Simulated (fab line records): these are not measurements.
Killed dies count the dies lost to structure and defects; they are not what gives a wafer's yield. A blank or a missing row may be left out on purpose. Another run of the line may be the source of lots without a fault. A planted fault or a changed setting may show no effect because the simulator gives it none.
Comparing a struck lot with a sound one	flow n5Finfet	19 out of 1938 route steps
Sound: these wafers, L868.2, L868.4, L868.5. The struck wafers were L876.1, L876.5, L876.6. At the end, the cause is stated.
Each step with rows lists, per side, the tool, then ch with its chambers, then its first start. Under that, the readings that differ: sound wafers	struck wafers	difference of the means	sigmas: that difference in standard deviations of wafers without a fault.
alike: words and numbers the same on both sides, and readings whose means are apart by under 2 such deviations; not compared: readings that were withheld, readings missing a value for some wafer, numbers with overlapping values and no deviation given by the record, and bounds like >300 which may hide the same value.
Wherever a step has rows on one side only, a row that says differs or no value, or a row with sigmas, the two part there. Non-overlapping numbers with no deviation appear without sigmas and do not part them. A reading missing from all wafers of one side parts the sides only when that side holds two or more wafers.

first, 9 steps without rows for these wafers: N5_BEOL_M13_DESCUM_15 (chemistry O2, time 7.9 s); N5_BEOL_M13_ETCH_59 (etches BARC in N2/H2, target depth 89 nm, overetch 26.7 nm, time 67.9 s); N5_BEOL_M13_VIA_ETCH_16 (etches SiOC in C4F8/O2/Ar, target depth 921.7 nm); N5_BEOL_M13_STRIP_63 (strips in N2/H2); N5_BEOL_M13_STRIP_64 (strips in N2/H2); N5_BEOL_M13_STRIP_71 (strips in post etch residue remover, time 60 s); N5_BEOL_M13_SRD_72 (time 30 s, dry time 30 s); N5_BEOL_M13_COAT_65 (time 60 s, resist thk 350 nm); N5_BEOL_M13_COAT_66 (time 60 s, resist thk 110 nm).
N5_BEOL_M13_COAT_22: resist thk 300 nm.
  sound on lithoTrack-03 ch 0, day 15 12:43; struck on lithoTrack-03 ch 0, day 17 10:53
reading	sound	struck	difference	sigmas
spinSpeedRpm (rpm)	2888.4 2889.4 2888.0	2702.3 2699.9 2698.9	-188.2	-90
model.coat_of_BEOL_M13_COAT_22.thkNm (nm)	300.2 299.8 299.4	310 311 309.6	+10	
  alike: chillPlateTempC
then, 7 steps without rows for these wafers: N5_BEOL_M13_EBR_24; N5_BEOL_M13_SOFTBAKE_23 (time 60 s); N5_BEOL_M13_EXPOSE_25 (exposes mask M13, target cd 210 nm); N5_BEOL_M13_PEB_26 (peb time 90 s); N5_BEOL_M13_DEVELOP_27 (develop time 45 s); N5_BEOL_M13_HARDBAKE_32 (time 120 s); N5_BEOL_M13_DESCUM_33 (chemistry O2, time 7.9 s).
N5_BEOL_M13_ETCH_67: etches SiARC in CF4, target depth 143 nm, time 238.3 s.
  sound on rieDiel-06 ch 0,1,2, day 15 13:08; struck on rieDiel-06 ch 0,2, day 17 11:28
reading	sound	struck	difference	sigmas
model.coat_of_BEOL_M13_COAT_22.thkNm (nm)	211.4 211 210.4	221 222 220.8	+10	
  alike: biasW, drypumpMotorCurrentA, etchRfOnTimeS, oesProductAu, rfFwdPowerW, rfVppV, showerheadPlenumPTorr, throttleValvePct
  not compared: rfHoursCounterH
then, 1 step without rows for these wafers: N5_BEOL_M13_ETCH_68 (etches SOC in N2/H2, time 355 s).

## WHERE THEY PART
Only at N5_BEOL_M13_COAT_22, within this record. Later steps at which nothing parts them and some readings are alike: N5_BEOL_M13_ETCH_67.

WHY: what had been put in by the simulator
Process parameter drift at N5_BEOL_M13_COAT_22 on lithoTrack-03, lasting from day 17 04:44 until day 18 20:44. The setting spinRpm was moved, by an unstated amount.
